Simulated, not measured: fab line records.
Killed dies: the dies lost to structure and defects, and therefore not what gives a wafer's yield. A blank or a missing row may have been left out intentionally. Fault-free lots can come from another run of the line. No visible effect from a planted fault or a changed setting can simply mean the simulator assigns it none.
2 desks, one fault | flow n5Finfet | every desk sees just its own numbers, and what lay behind them comes last

## THE METROLOGY DESK
Lot by lot, what the gauges showed, no matter which tool ran the lot: averages of those sampled wafers that carry a number. If a lot's mean is further than 4 standard deviations from the usual mean, the lot is out of limits and carries the mark OUT (the distance appears in the brackets). Readings shown: 7 of its 11, picked as those furthest out on some lot.
Columns: A = DIBL_P at N5_BEOL_M4_RC_MEAS_101, usual 36.3 mV/V; B = IOFF_N at N5_BEOL_M4_RC_MEAS_101, usual 0.16 nA/um; C = IOFF_P at N5_BEOL_M4_RC_MEAS_101, usual 0.21 nA/um; D = SS_N at N5_BEOL_M4_RC_MEAS_101, usual 71.6 mV/dec; E = SS_P at N5_BEOL_M4_RC_MEAS_101, usual 73.3 mV/dec; F = VT_N at N5_BEOL_M4_RC_MEAS_101, usual 250 mV; G = VT_P at N5_BEOL_M4_RC_MEAS_101, usual -251 mV
lot  | first seen here | A    | B    | C    | D    | E    | F   | G
L153 | day 8 00:07     | 34.7 | 0.14 | 0.20 | 71.3 | 72.9 | 252 | -249
L156 | day 8 16:14     | 32.2 | 0.11 | 0.15 | 70.8 | 72.0 | 254 | -255
L159 | day 9 08:11     | 34.4 | 0.13 | 0.18 | 70.5 | 73.0 | 253 | -253
L160 | day 10 03:28    | 33.4 | 0.14 | 0.19 | 71.8 | 72.7 | 251 | -251
L168 | day 12 22:04    | 36.9 | 0.17 | 0.24 | 71.8 | 73.0 | 247 | -247
L176 | day 14 14:04    | 39.0 | 0.23 | 0.26 | 72.3 | 74.0 | 243 | -246
This desk's verdict: no lot among the 6 shows anything out of limits.

## FOR THE TOOL OWNER'S DESK: cvdCo-01
The tool's own readings at N5_BEOL_M4_CO_CAP_55 (material Co, precursor CCTBA/H2, target thk 2 nm, time 102.1 s): means of the sampled wafers that have a number, for each lot that ran on this tool. If a lot's mean is further than 4 standard deviations from the usual mean, the lot is out of limits and carries the mark OUT (the distance appears in the brackets).
Columns: A = chamberPressureTorr at N5_BEOL_M4_CO_CAP_55, usual 30.02 Torr; B = heaterPowerW at N5_BEOL_M4_CO_CAP_55, usual 235 W; C = runLengthS at N5_BEOL_M4_CO_CAP_55, usual 125.2 s; D = susceptorTempC at N5_BEOL_M4_CO_CAP_55, usual 200.01 C
lot  | first seen here | A     | B   | C               | D
L153 | day 8 00:12     | 29.95 | 247 | 125.1           | 199.90
L156 | day 8 16:25     | 29.98 | 240 | 125.0           | 199.81
L159 | day 9 08:16     | 29.98 | 236 | 105.3 (-59) OUT | 200.16
L160 | day 10 03:33    | 29.98 | 245 | 105.2 (-59) OUT | 199.88
L168 | day 12 22:09    | 30.04 | 241 | 125.1           | 200.03
This desk finds L159, L160 out of limits, L159 being first, at day 9 08:16 (runLengthS at N5_BEOL_M4_CO_CAP_55). L153, L156, L168: within limits.

## BROUGHT TOGETHER
On L159, L160, at day 9 08:16, an alarm was possible from the tool owner's desk.
Nothing out of limits was seen by the metrology desk.
The metrology desk has L159, L160 on record, within its limits.
Of the lots named, all ran N5_BEOL_M4_CO_CAP_55 on cvdCo-01.

## WHAT THE SIMULATOR HAD INSERTED
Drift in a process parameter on cvdCo-01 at N5_BEOL_M4_CO_CAP_55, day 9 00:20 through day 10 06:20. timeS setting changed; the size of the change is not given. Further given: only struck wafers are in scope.
Lots struck among those shown: L159, L160.
Time in hours from fault onset to the first out-of-limits reading at each desk: the tool owner's desk, 8.
